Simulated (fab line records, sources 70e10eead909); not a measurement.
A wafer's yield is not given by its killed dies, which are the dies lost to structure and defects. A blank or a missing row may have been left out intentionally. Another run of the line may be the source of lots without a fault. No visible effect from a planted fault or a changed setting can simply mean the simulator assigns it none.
A lot that was struck, set against a sound lot | flow nand harc | 22 steps out of a route of 1302
Sound: wafers L879.1, L879.3, L879.5. The struck wafers were L883.1, L883.3, L883.4. The cause is named last.
Per side, at each step with rows, come the tool, then ch with its chambers, and then its first start. Under that, the readings that differ: sound wafers | struck wafers | difference of the means | sigmas: that difference in standard deviations of wafers without a fault.
alike: same words and numbers on both sides, and readings whose means sit less than 2 such deviations apart. not compared: any withheld reading, any reading some wafer has no value for, any bound like >300 that may hide the same value, and any number with overlapping values for which the record gives no deviation.
A row with sigmas, a row that says differs or no value, or rows on one side alone: a step with any of these is where the two part. When numbers do not overlap yet have no deviation, they are printed without sigmas and do not part them. A reading that every wafer of one side lacks parts them only if that side has two wafers or more.

NHARC_P_CONTACT_CVD_23: deposits W, target thk 200 nm, time 557 s.
  sound on cvd w-01 ch 0,1; struck on cvd w-01 ch 0,1
  alike: heater power w, throttle valve pct
NHARC_P_CONTACT_CMP_24: polishes, t overpolish 30 s, target thk 200 nm.
  sound on cmp-03 ch 1,2,3, day 6 16:40; struck on cmp-02 ch 0,2,3, day 8 01:26
  alike: motor current A, overpolish run s, slurry filter dp kPa, time to endpoint s
next, for these wafers, 1 step has no rows: NHARC_P_CONTACT_SRD_26.
NHARC_P_CONTACT_INSPECT_27:
  sound on defect inspect-01 at day 6 17:02; struck on defect inspect-01 at day 8 01:50
  alike: raw defect count
then, 7 steps without rows for these wafers: NHARC_P_M0_DEP_00 (deposits SiOC, target thk 150 nm); NHARC_P_M0_DEHYDRATE_01 (time 120 s); NHARC_P_M0_HMDS_02 (time 30 s); NHARC_P_M0_COAT_33 (time 65 s); NHARC_P_M0_COAT_03 (resist thk 90 nm); NHARC_P_M0_SOFTBAKE_04 (time 55 s); NHARC_P_M0_EBR_05.
NHARC_P_M0_EXPOSE_06: exposes mask P M0, target cd 90 nm.
  sound on arfi scanner-03 ch 0, day 6 18:02; struck on arfi scanner-03 ch 0, day 8 02:28
  reading               | sound                | struck               | difference | sigmas
  exposure dose mJ cm2  | 81.15 81.23 81.25    | 96.45 96.55 96.49    | +15.29     | +99 or more
  stage vel mm s (mm/s) | 499.59 499.64 499.32 | 500.37 499.85 500.12 | +0.60      | +2
  alike: mask, focus offset nm
then, 2 steps without rows for these wafers: NHARC_P_M0_PEB_07 (peb time 65 s); NHARC_P_M0_DEVELOP_08 (develop time 35 s).
NHARC_P_M0_CD_MEAS_09 targets a cd of 90 nm.
  sound on cd sem-03 ch 0, day 6 18:10; struck on cd sem-02 ch 0
  reading    | sound          | struck            | difference | sigmas
  cd nm (nm) | 90.4 89.8 90.0 | 100.1 100.4 100.4 | +10.2      | +16
  not compared: hold
NHARC_P_M0_OVL_MEAS_10: pitch 180 nm.
  sound on overlay-02 at day 6 18:16; struck on overlay-01 at day 8 09:16
  reading | sound | struck                                                                     | difference                   | sigmas
  hold    | - - - | await dispo/6.4h/release await dispo/6.4h/release await dispo/6.4h/release | no value on the sound wafers |
  alike: overlay x nm, overlay y nm
NHARC_P_M0_INSPECT_11:
  sound on defect inspect-01 at day 6 18:18; struck on defect inspect-02 at day 8 09:18
  alike: raw defect count
NHARC_P_M0_DESCUM_14: chemistry O2, time 3 s.
  sound on rie diel-13 ch 2,3, day 6 18:22; struck on rie diel-10 ch 0,1,3, day 8 09:22
  reading               | sound             | struck          | difference | sigmas
  model.P_M0.cd nm (nm) | 90.07 89.34 89.04 | 100 100.1 100.1 | +11        |
  alike: drypump motor current A, oes product au, rf vpp V, showerhead plenum p Torr, throttle valve pct
  not compared: rf hours counter h
NHARC_P_M0_ETCH_34: etches the open film in N2/H2, target depth 40 nm, overetch 12 nm, time 43.94 s.
  sound on rie diel-13 ch 0,1,2, day 6 18:28; struck on rie diel-10 ch 0,1,2, day 8 09:27
  alike: bias w, drypump motor current A, h2 flow sccm, oes product au, rf vpp V, showerhead plenum p Torr, throttle valve pct
  not compared: rf hours counter h
NHARC_P_M0_ETCH_15: etches the open film in C4F8/Ar, target depth 150 nm, overetch 15 nm, time 82.5 s.
  sound on rie diel-13 ch 2,3; struck on rie diel-10 ch 0,2,3
  reading               | sound             | struck            | difference | sigmas
  model.P_M0.cd nm (nm) | 89.49 89.79 88.64 | 99.77 99.79 99.42 | +10.35     |
  alike: bias w, oes product au, rf vpp V
  not compared: rf hours counter h
NHARC_P_M0_CD_MEAS_16:
  sound on cd sem-02 at day 6 18:40; struck on cd sem-03 at day 8 09:50
  reading    | sound          | struck         | difference | sigmas
  cd nm (nm) | 89.7 90.2 88.7 | 99.8 99.5 99.6 | +10.1      | +12
  not compared: hold
-- break in the record here, with 18 days between the starts of the struck wafers on either side (left off in module P_M0, picked up again in module END, where the first step shown is number 1302 on the route) --
NHARC_END_SORT_01:
  only the struck wafers appear in the record here, on prober-02 ch 0 at day 26 02:17; the sound ones have no rows

== WHERE THEY PART ==
First at NHARC_P_M0_EXPOSE_06; last, within this record, at NHARC_END_SORT_01.

WHY: the cause the simulator had injected
Process parameters drifting: arfi scanner-03 at NHARC_P_M0_EXPOSE_06, beginning at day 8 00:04. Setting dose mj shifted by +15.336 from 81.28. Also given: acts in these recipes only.
